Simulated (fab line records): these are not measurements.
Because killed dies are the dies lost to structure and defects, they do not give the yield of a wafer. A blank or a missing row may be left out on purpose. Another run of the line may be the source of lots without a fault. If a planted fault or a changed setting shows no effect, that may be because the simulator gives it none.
fab line records / flow nand-harc
record: lots: 5 wafers: 15 last-day: 32
route steps=1302 shown P_GATE@198 P_CONTACT@217 END@1302
lots that met no fault: taken from a fault-free run of the same line
start-h: hours from the record's opening day to when the first of the lot's shown wafers began / wait-h: hours elapsed since this lot's preceding step / " identical to the entry in the row above / L1.1+2: a row that stands for several wafers / - value missing, or start not given / * or withheld: withheld / < > ~ a bound
route shown NAME@n: a module of which the file shows steps, and the number in the route of the first / usual: average and standard deviation across the fault-free wafers / same: alike in all rows / chamber/n: place in a boat / sites: per-site readings / _std_site: the values' standard deviation / _edge_site: inner sites' mean taken away from outer sites' mean / radius-mm: how far each site lies from the wafer's centre / mask NAME#n: copy n / behind: tool/chamber where the wafer was last shaped / hold: cause of the lot's hold/its duration in hours/its outcome / device: whichever transistor did not switch (one of n, p or np) / end of line: at the end of the route, the tests of the same wafers / a step given without rows: its recipe and nothing more / killed: dies lost to structure and defects at the first sort, not the wafer's yield / map: the dies of a wafer, with x for killed, . for not killed, _ for no die there
set.NAME: the setting as run; set.NAME@STEP: as run at that earlier step / model.NAME: the simulator's own value behind a step, which no gauge read
certain route steps with their lots: each step a table, each wafer a row
services: from which hour (start-h, from the record's first day; less than 0 if before it) a tool's chamber was out of use, for how many hours, and why
== steps ==
step: NHARC_P_GATE_PEB_89
recipe: peb-temp-c: 118 peb-time-s: 85
step: NHARC_P_GATE_DEVELOP_90
recipe: time-s: 70
step: NHARC_P_GATE_CD_MEAS_91
recipe: target-cd-nm: 2000 landing-energy-ev: 500
usual: cd-nm: 2000.5/2.9
lot.wafer=L581.2 tool=cd-sem-01 chamber=0 start-h=179.85 wait-h=- cd-nm=1997.5
lot.wafer=L581.4 tool=cd-sem-01 chamber=0 start-h=179.85 wait-h=- cd-nm=1998.0
lot.wafer=L581.6 tool=cd-sem-01 chamber=0 start-h=179.85 wait-h=- cd-nm=2002.9
lot.wafer=L584.2 tool=cd-sem-03 chamber=0 start-h=215.69 wait-h=- cd-nm=2000.1
lot.wafer=L584.5 tool=cd-sem-03 chamber=0 start-h=215.69 wait-h=- cd-nm=2002.1
lot.wafer=L584.6 tool=cd-sem-03 chamber=0 start-h=215.69 wait-h=- cd-nm=2003.5
lot.wafer=L588.1 tool=cd-sem-03 chamber=0 start-h=259.84 wait-h=- cd-nm=1994.2
lot.wafer=L588.2 tool=cd-sem-03 chamber=0 start-h=259.84 wait-h=- cd-nm=1993.4
lot.wafer=L588.5 tool=cd-sem-03 chamber=0 start-h=259.84 wait-h=- cd-nm=2000.4
lot.wafer=L591.3 tool=cd-sem-01 chamber=0 start-h=280.70 wait-h=- cd-nm=2004.1
lot.wafer=L591.4 tool=cd-sem-01 chamber=0 start-h=280.70 wait-h=- cd-nm=2002.8
lot.wafer=L591.5 tool=cd-sem-01 chamber=0 start-h=280.70 wait-h=- cd-nm=2003.3
lot.wafer=L595.2 tool=cd-sem-03 chamber=0 start-h=323.54 wait-h=- cd-nm=2002.4
lot.wafer=L595.4 tool=cd-sem-03 chamber=0 start-h=323.54 wait-h=- cd-nm=1995.7
lot.wafer=L595.6 tool=cd-sem-03 chamber=0 start-h=323.54 wait-h=- cd-nm=1996.1
step: NHARC_P_GATE_HARDBAKE_92
recipe: temp-c: 125 time-s: 80
step: NHARC_P_GATE_DESCUM_93
recipe: time-s: 3 o2-flow-sccm: 200 ar-flow-sccm: 0 bias-power-w: 0 chemistry: O2
step: NHARC_P_GATE_IMPLANT_94
recipe: energy-kev: 60 dose-cm2: 2e+15 tilt-deg: 7
step: NHARC_P_GATE_STRIP_113
recipe: power-w: 1500 temp-c: 110 time-s: 740 chemistry: N2/H2
step: NHARC_P_GATE_STRIP_95
recipe: power-w: 1500 temp-c: 250 chemistry: O2
usual: drypump-motor-current-A: 5.3/0.36 heater-power-w: 356/23 temp-c: 250.03/0.17
lot.wafer=L581.2 tool=plasma-asher-01 chamber=1 start-h=181.09 wait-h=0.6 drypump-motor-current-A=5.6 heater-power-w=353 rf-hours-counter-h=2 temp-c=249.98
lot.wafer=L581.4 tool=plasma-asher-01 chamber=0 start-h=181.09 wait-h=0.6 drypump-motor-current-A=5.6 heater-power-w=387 rf-hours-counter-h=- temp-c=249.86
lot.wafer=L581.6 tool=plasma-asher-01 chamber=1 start-h=181.09 wait-h=0.6 drypump-motor-current-A=5.6 heater-power-w=341 rf-hours-counter-h=- temp-c=250.07
lot.wafer=L584.2 tool=plasma-asher-02 chamber=1 start-h=216.93 wait-h=0.5 drypump-motor-current-A=4.7 heater-power-w=381 rf-hours-counter-h=30 temp-c=250.09
lot.wafer=L584.5 tool=plasma-asher-02 chamber=0 start-h=216.93 wait-h=0.5 drypump-motor-current-A=5.3 heater-power-w=327 rf-hours-counter-h=- temp-c=250.08
lot.wafer=L584.6 tool=plasma-asher-02 chamber=1 start-h=216.93 wait-h=0.5 drypump-motor-current-A=4.7 heater-power-w=385 rf-hours-counter-h=- temp-c=250.10
lot.wafer=L588.2 tool=plasma-asher-02 chamber=1 start-h=261.09 wait-h=0.6 drypump-motor-current-A=4.7 heater-power-w=368 rf-hours-counter-h=1 temp-c=250.15
lot.wafer=L588.1 tool=plasma-asher-02 chamber=0 start-h=261.09 wait-h=0.6 drypump-motor-current-A=5.4 heater-power-w=337 rf-hours-counter-h=1 temp-c=250.05
lot.wafer=L588.5 tool=plasma-asher-02 chamber=1 start-h=261.09 wait-h=0.6 drypump-motor-current-A=4.7 heater-power-w=353 rf-hours-counter-h=- temp-c=250.11
lot.wafer=L591.3 tool=plasma-asher-01 chamber=0 start-h=281.96 wait-h=0.4 drypump-motor-current-A=5.5 heater-power-w=373 rf-hours-counter-h=- temp-c=250.09
lot.wafer=L591.4 tool=plasma-asher-01 chamber=1 start-h=281.96 wait-h=0.4 drypump-motor-current-A=5.6 heater-power-w=348 rf-hours-counter-h=- temp-c=249.80
lot.wafer=L591.5 tool=plasma-asher-01 chamber=1 start-h=281.96 wait-h=0.4 drypump-motor-current-A=5.6 heater-power-w=344 rf-hours-counter-h=- temp-c=249.89
lot.wafer=L595.2 tool=plasma-asher-01 chamber=0 start-h=324.79 wait-h=0.5 drypump-motor-current-A=5.6 heater-power-w=382 rf-hours-counter-h=32 temp-c=249.89
lot.wafer=L595.4 tool=plasma-asher-01 chamber=0 start-h=324.79 wait-h=0.5 drypump-motor-current-A=5.5 heater-power-w=390 rf-hours-counter-h=- temp-c=250.06
lot.wafer=L595.6 tool=plasma-asher-01 chamber=1 start-h=324.79 wait-h=0.5 drypump-motor-current-A=5.6 heater-power-w=350 rf-hours-counter-h=- temp-c=250.04
step: NHARC_P_GATE_STRIP_96
recipe: time-s: 900 temp-c: 130 chemistry: SPM
step: NHARC_P_GATE_RTA_64
recipe: temp-c: 1050 time-s: 1
usual: lamp-power-pct: 34/3.8 wafer_temp_C_max: 1055.2/2
lot.wafer=L581.2 tool=rtp-anneal-02 chamber=0 start-h=181.68 wait-h=- lamp-power-pct=39 wafer_temp_C_max=1052.7
lot.wafer=L581.4 tool=rtp-anneal-02 chamber=0 start-h=181.68 wait-h=- lamp-power-pct=39 wafer_temp_C_max=1052.8
lot.wafer=L581.6 tool=rtp-anneal-02 chamber=0 start-h=181.68 wait-h=- lamp-power-pct=39 wafer_temp_C_max=1052.5
lot.wafer=L584.2 tool=rtp-anneal-01 chamber=0 start-h=217.51 wait-h=- lamp-power-pct=31 wafer_temp_C_max=1056.4
lot.wafer=L584.5 tool=rtp-anneal-01 chamber=0 start-h=217.51 wait-h=- lamp-power-pct=31 wafer_temp_C_max=1057.4
lot.wafer=L584.6 tool=rtp-anneal-01 chamber=0 start-h=217.51 wait-h=- lamp-power-pct=31 wafer_temp_C_max=1057.8
lot.wafer=L588.1 tool=rtp-anneal-01 chamber=0 start-h=261.65 wait-h=- lamp-power-pct=31 wafer_temp_C_max=1055.3
lot.wafer=L588.2 tool=rtp-anneal-01 chamber=0 start-h=261.65 wait-h=- lamp-power-pct=31 wafer_temp_C_max=1055.8
lot.wafer=L588.5 tool=rtp-anneal-01 chamber=0 start-h=261.65 wait-h=- lamp-power-pct=31 wafer_temp_C_max=1056.0
lot.wafer=L591.3 tool=rtp-anneal-02 chamber=0 start-h=282.55 wait-h=- lamp-power-pct=39 wafer_temp_C_max=1053.5
lot.wafer=L591.4 tool=rtp-anneal-02 chamber=0 start-h=282.55 wait-h=- lamp-power-pct=39 wafer_temp_C_max=1052.7
lot.wafer=L591.5 tool=rtp-anneal-02 chamber=0 start-h=282.55 wait-h=- lamp-power-pct=39 wafer_temp_C_max=1053.4
lot.wafer=L595.2 tool=rtp-anneal-02 chamber=0 start-h=325.38 wait-h=- lamp-power-pct=39 wafer_temp_C_max=1053.3
lot.wafer=L595.4 tool=rtp-anneal-02 chamber=0 start-h=325.38 wait-h=- lamp-power-pct=39 wafer_temp_C_max=1053.8
lot.wafer=L595.6 tool=rtp-anneal-02 chamber=0 start-h=325.38 wait-h=- lamp-power-pct=39 wafer_temp_C_max=1053.1
step: NHARC_P_GATE_ETCH_77
recipe: target-depth-a: 60 chemistry: dHF material: SiO2
step: NHARC_P_GATE_DEGAS_109
recipe: temp-c: 300 time-s: 60
usual: heater-power-w: 467/57
lot.wafer=L581.4 tool=pvd-sputter-02 chamber=- start-h=181.96 wait-h=0.1 heater-power-w=471
lot.wafer=L581.2 tool=pvd-sputter-02 chamber=- start-h=181.96 wait-h=0.1 heater-power-w=572
lot.wafer=L581.6 tool=pvd-sputter-02 chamber=- start-h=181.96 wait-h=0.1 heater-power-w=395
lot.wafer=L584.2 tool=pvd-sputter-02 chamber=- start-h=217.82 wait-h=0.1 heater-power-w=390
lot.wafer=L584.6 tool=pvd-sputter-02 chamber=- start-h=217.82 wait-h=0.1 heater-power-w=468
lot.wafer=L584.5 tool=pvd-sputter-02 chamber=- start-h=217.82 wait-h=0.1 heater-power-w=391
lot.wafer=L588.2 tool=pvd-sputter-01 chamber=- start-h=261.96 wait-h=0.1 heater-power-w=456
lot.wafer=L588.1 tool=pvd-sputter-01 chamber=- start-h=261.96 wait-h=0.1 heater-power-w=502
lot.wafer=L588.5 tool=pvd-sputter-01 chamber=- start-h=261.96 wait-h=0.1 heater-power-w=455
lot.wafer=L591.4 tool=pvd-sputter-01 chamber=- start-h=282.81 wait-h=0.1 heater-power-w=466
lot.wafer=L591.3 tool=pvd-sputter-01 chamber=- start-h=282.81 wait-h=0.1 heater-power-w=484
lot.wafer=L591.5 tool=pvd-sputter-01 chamber=- start-h=282.81 wait-h=0.1 heater-power-w=443
lot.wafer=L595.4 tool=pvd-sputter-01 chamber=- start-h=325.65 wait-h=0.1 heater-power-w=499
lot.wafer=L595.2 tool=pvd-sputter-01 chamber=- start-h=325.65 wait-h=0.1 heater-power-w=441
lot.wafer=L595.6 tool=pvd-sputter-01 chamber=- start-h=325.65 wait-h=0.1 heater-power-w=507
step: NHARC_P_GATE_PRE_CLEAN_110
recipe: time-s: 30 bias-v: 200 gas: Ar
lot.wafer=L581.2+4+6 tool=pvd-sputter-02 chamber=- start-h=182.01 wait-h=-
lot.wafer=L584.2+5+6 tool=pvd-sputter-02 chamber=- start-h=217.88 wait-h=-
lot.wafer=L588.2+1+5 tool=pvd-sputter-01 chamber=- start-h=262.01 wait-h=-
lot.wafer=L591.4+3+5 tool=pvd-sputter-01 chamber=- start-h=282.86 wait-h=-
lot.wafer=L595.2+4+6 tool=pvd-sputter-01 chamber=- start-h=325.70 wait-h=-
step: NHARC_P_GATE_SPUTTER_78
recipe: target-thk-a: 100 material: Ni
step: NHARC_P_GATE_SPUTTER_79
recipe: target-thk-a: 100 material: TiN
step: NHARC_P_GATE_RTA_80
recipe: temp-c: 300 time-s: 30
step: NHARC_P_GATE_STRIP_67
recipe: time-s: 600 temp-c: 130 chemistry: SPM
step: NHARC_P_GATE_RTA_82
recipe: temp-c: 450 time-s: 30
usual: lamp-power-pct: 4.0/0.45 wafer_temp_C_max: 452.2/0.9
lot.wafer=L581.2 tool=rtp-anneal-01 chamber=0 start-h=182.75 wait-h=- lamp-power-pct=3.6 wafer_temp_C_max=452.7
lot.wafer=L581.4 tool=rtp-anneal-01 chamber=0 start-h=182.75 wait-h=- lamp-power-pct=3.6 wafer_temp_C_max=452.4
lot.wafer=L581.6 tool=rtp-anneal-01 chamber=0 start-h=182.75 wait-h=- lamp-power-pct=3.6 wafer_temp_C_max=453.5
lot.wafer=L584.2 tool=rtp-anneal-02 chamber=0 start-h=218.61 wait-h=- lamp-power-pct=4.5 wafer_temp_C_max=451.4
lot.wafer=L584.5 tool=rtp-anneal-02 chamber=0 start-h=218.61 wait-h=- lamp-power-pct=4.5 wafer_temp_C_max=451.8
lot.wafer=L584.6 tool=rtp-anneal-02 chamber=0 start-h=218.61 wait-h=- lamp-power-pct=4.5 wafer_temp_C_max=451.4
lot.wafer=L588.1 tool=rtp-anneal-01 chamber=0 start-h=262.71 wait-h=- lamp-power-pct=3.6 wafer_temp_C_max=452.5
lot.wafer=L588.2 tool=rtp-anneal-01 chamber=0 start-h=262.71 wait-h=- lamp-power-pct=3.6 wafer_temp_C_max=453.1
lot.wafer=L588.5 tool=rtp-anneal-01 chamber=0 start-h=262.71 wait-h=- lamp-power-pct=3.6 wafer_temp_C_max=452.4
lot.wafer=L591.3 tool=rtp-anneal-01 chamber=0 start-h=283.61 wait-h=- lamp-power-pct=3.6 wafer_temp_C_max=453.0
lot.wafer=L591.4 tool=rtp-anneal-01 chamber=0 start-h=283.61 wait-h=- lamp-power-pct=3.6 wafer_temp_C_max=453.0
lot.wafer=L591.5 tool=rtp-anneal-01 chamber=0 start-h=283.61 wait-h=- lamp-power-pct=3.6 wafer_temp_C_max=453.1
lot.wafer=L595.2 tool=rtp-anneal-01 chamber=0 start-h=326.50 wait-h=- lamp-power-pct=3.6 wafer_temp_C_max=453.5
lot.wafer=L595.4 tool=rtp-anneal-01 chamber=0 start-h=326.50 wait-h=- lamp-power-pct=3.6 wafer_temp_C_max=453.2
lot.wafer=L595.6 tool=rtp-anneal-01 chamber=0 start-h=326.50 wait-h=- lamp-power-pct=3.6 wafer_temp_C_max=452.5
step: NHARC_P_GATE_INSPECT_68
usual: raw-defect-count: 209/74
lot.wafer=L581.2 tool=defect-inspect-02 chamber=- start-h=182.92 wait-h=0.1 raw-defect-count=225
lot.wafer=L581.4 tool=defect-inspect-02 chamber=- start-h=182.92 wait-h=0.1 raw-defect-count=166
lot.wafer=L581.6 tool=defect-inspect-02 chamber=- start-h=182.92 wait-h=0.1 raw-defect-count=267
lot.wafer=L584.2 tool=defect-inspect-01 chamber=- start-h=218.78 wait-h=0.1 raw-defect-count=1159
lot.wafer=L584.5 tool=defect-inspect-01 chamber=- start-h=218.78 wait-h=0.1 raw-defect-count=234
lot.wafer=L584.6 tool=defect-inspect-01 chamber=- start-h=218.78 wait-h=0.1 raw-defect-count=199
lot.wafer=L588.1 tool=defect-inspect-02 chamber=- start-h=262.91 wait-h=0.2 raw-defect-count=173
lot.wafer=L588.2 tool=defect-inspect-02 chamber=- start-h=262.91 wait-h=0.2 raw-defect-count=158
lot.wafer=L588.5 tool=defect-inspect-02 chamber=- start-h=262.91 wait-h=0.2 raw-defect-count=237
lot.wafer=L591.3 tool=defect-inspect-02 chamber=- start-h=283.75 wait-h=0.1 raw-defect-count=164
lot.wafer=L591.4 tool=defect-inspect-02 chamber=- start-h=283.75 wait-h=0.1 raw-defect-count=216
lot.wafer=L591.5 tool=defect-inspect-02 chamber=- start-h=283.75 wait-h=0.1 raw-defect-count=204
lot.wafer=L595.2 tool=defect-inspect-01 chamber=- start-h=326.67 wait-h=0.1 raw-defect-count=201
lot.wafer=L595.4 tool=defect-inspect-01 chamber=- start-h=326.67 wait-h=0.1 raw-defect-count=188
lot.wafer=L595.6 tool=defect-inspect-01 chamber=- start-h=326.67 wait-h=0.1 raw-defect-count=121
step: NHARC_P_CONTACT_DEP_30
recipe: target-thk-a: 300 temp-c: 400 target-thk-nm: 30 flow-sccm: 200 rf-w: 450 material: SiNx
usual: heater-power-w: 748/53
lot.wafer=L581.2 tool=pecvd-04 chamber=2 start-h=183.02 wait-h=0.1 heater-power-w=695
lot.wafer=L581.6 tool=pecvd-04 chamber=1 start-h=183.02 wait-h=0.1 heater-power-w=754
lot.wafer=L581.4 tool=pecvd-04 chamber=2 start-h=183.02 wait-h=0.1 heater-power-w=705
lot.wafer=L584.2 tool=pecvd-01 chamber=1 start-h=218.92 wait-h=0.1 heater-power-w=765
lot.wafer=L584.5 tool=pecvd-01 chamber=0 start-h=218.92 wait-h=0.1 heater-power-w=735
lot.wafer=L584.6 tool=pecvd-01 chamber=1 start-h=218.92 wait-h=0.1 heater-power-w=791
lot.wafer=L588.2 tool=pecvd-04 chamber=1 start-h=263.02 wait-h=0.1 heater-power-w=650
lot.wafer=L588.1 tool=pecvd-04 chamber=2 start-h=263.02 wait-h=0.1 heater-power-w=579
lot.wafer=L588.5 tool=pecvd-04 chamber=2 start-h=263.02 wait-h=0.1 heater-power-w=600
lot.wafer=L591.3 tool=pecvd-01 chamber=1 start-h=283.86 wait-h=0.1 heater-power-w=773
lot.wafer=L591.5 tool=pecvd-01 chamber=0 start-h=283.86 wait-h=0.1 heater-power-w=699
lot.wafer=L591.4 tool=pecvd-01 chamber=1 start-h=283.86 wait-h=0.1 heater-power-w=745
lot.wafer=L595.2 tool=pecvd-03 chamber=0 start-h=326.77 wait-h=0.1 heater-power-w=774
lot.wafer=L595.4 tool=pecvd-03 chamber=2 start-h=326.77 wait-h=0.1 heater-power-w=778
lot.wafer=L595.6 tool=pecvd-03 chamber=0 start-h=326.77 wait-h=0.1 heater-power-w=788
step: NHARC_END_SORT_01
recipe: temp-c: 25
usual: killed-at-array: 59/17 killed-at-other: 0.9/1.6 killed-at-periphery: 3.7/2.3 killed-dies: 64/17 killed-open: 3.3/1.8 killed-short: 2.4/1.6
same: gross-dies: 677
lot.wafer=L584.2 tool=prober-01 chamber=0 start-h=677.54 wait-h=2.8 killed-at-array=53 killed-at-other=1 killed-at-periphery=97 killed-dies=151 killed-open=1 killed-short=2
killed by level:class
L584.2 P_GATE:unspecified=97 A_CHANNEL_HOLE_D1:chamber-film-flake=35 A_CONTACT:chamber-film-flake=8 A_CHANNEL_HOLE_D2:chamber-film-flake=2 A_WL_FILL:chamber-film-flake=2 A_DECK1_JOINT:geometric-particle:short=1 A_CHANNEL_HOLE_D2:geometric-particle:open=1 A_M0:geometric-particle:short=1
map L584.2 (x killed, . not)
____________.____________
_________......._________
_______..........._______
______.............______
_____x.............._____
____xxxxx............____
____xxxxxx...........____
___.xxxxxxx.........xx___
___xxxxxxxxx.......x.x___
__.xxxxxxx.......xxxxx.__
__xxxxxxxxxx...x..xxxx.__
_xxxxxxxxxxx....xxxxxxx._
_..xxxxxxxx......xxxxx.._
_..xxxxxxxx......x.xxxxx_
_..xxxxxxxxx......xxx..x_
_..xxxxxxxx......x......_
...xx.xxx...........x....
.....x.x.................
.........................
......x..................
........................x
_..x...................._
_......................._
_......................._
_......................._
_......................x_
__........x............__
__...........x.........__
___x..................___
___..x.....xx.........___
____........x...x....____
____x................____
_____..x............_____
______x............______
_______x.........x_______
_________......._________
____________.____________
map L581.4 (x killed, . not)
____________.____________
_________......._________
_______..........._______
______...........x.______
_____..............._____
____.................____
____.................____
___...............x...___
___.........x.........___
__...x....xxxx.x.......__
__...x......xx.x.......__
_.........x.xxx........._
_..........xxxxx........_
_............x.........._
_.........xx.x.xx......._
_..........xxxx........._
............xxx..........
.........................
..............xx.......x.
...........x..x..x.x.x...
.............x.x.........
_x.......x......xx......_
_........x.....x........_
_.x...........xx........_
_.........x...x.......x._
_..............x.x......_
__x....................__
__.......x...x.........__
___..........x........___
___...................___
____......x.x........____
____...xxx...........____
_____..............._____
______.........x...______
_______..........._______
_________......._________
____________.____________
== services ==
tool=pvd-sputter-01 chamber=- start-h=158.63 hours=3.7 kind=repair
tool=pvd-sputter-02 chamber=- start-h=159.49 hours=12.2 kind=repair
tool=plasma-asher-01 chamber=- start-h=165.00 hours=9.0 kind=pm
tool=plasma-asher-01 chamber=0 start-h=165.00 hours=9.0 kind=vent-cycle
tool=plasma-asher-01 chamber=1 start-h=165.00 hours=9.0 kind=vent-cycle
tool=plasma-asher-01 chamber=0 start-h=174.00 hours=- kind=clean
tool=plasma-asher-01 chamber=1 start-h=174.00 hours=- kind=clean
tool=pecvd-03 chamber=- start-h=185.12 hours=13.0 kind=pm
tool=pecvd-01 chamber=1 start-h=189.59 hours=2.5 kind=repair
tool=pvd-sputter-01 chamber=- start-h=196.05 hours=4.5 kind=repair
tool=pvd-sputter-01 chamber=- start-h=210.28 hours=1.8 kind=repair
tool=pecvd-04 chamber=2 start-h=220.10 hours=2.2 kind=repair
tool=pecvd-04 chamber=- start-h=221.95 hours=0.5 kind=repair
tool=pvd-sputter-01 chamber=- start-h=230.13 hours=3.5 kind=repair
tool=plasma-asher-02 chamber=- start-h=238.83 hours=2.7 kind=repair
tool=plasma-asher-02 chamber=- start-h=249.65 hours=9.0 kind=pm
tool=plasma-asher-02 chamber=0 start-h=249.65 hours=9.0 kind=vent-cycle
tool=plasma-asher-02 chamber=1 start-h=249.65 hours=9.0 kind=vent-cycle
tool=plasma-asher-02 chamber=0 start-h=258.65 hours=- kind=clean
tool=plasma-asher-02 chamber=1 start-h=258.65 hours=- kind=clean
tool=pecvd-04 chamber=- start-h=269.20 hours=13.0 kind=pm
tool=pecvd-04 chamber=0 start-h=269.20 hours=13.0 kind=vent-cycle
tool=pvd-sputter-02 chamber=- start-h=286.08 hours=10.0 kind=pm
tool=pecvd-01 chamber=- start-h=311.22 hours=13.0 kind=pm
== key ==
first-sign: step: NHARC_P_GATE_INSPECT_68 reading: raw-defect-count direction: up sigmas: 13 usual: 209 struck: 1159
effect: step: NHARC_END_SORT_01 reading: killed-at-periphery direction: up sigmas: 40 usual: 3.7 struck: 97
more-kills-born-at: NHARC_P_GATE_PRE_CLEAN_110@pvd-sputter-02: 97
met-at NHARC_P_GATE_PRE_CLEAN_110
struck-wafers L584.2
tester-left-out L584
onset-between 182.01 217.88
fault: kind: chamber-particle-source tool: pvd-sputter-02 chamber: - onset-h: 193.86 steps: NHARC_P_GATE_PRE_CLEAN_110 rate-per-visit-cm2: 1.4476 end-h: 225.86 scope: struck-wafers-only
tester-left-out: of these lots the tester's yield and bins aren't shown, on N5 and GAA mostly nor the transistor test; their killed dies are dies lost to structure and defects alone, not to doping, threshold or leakage, so they don't give the yield
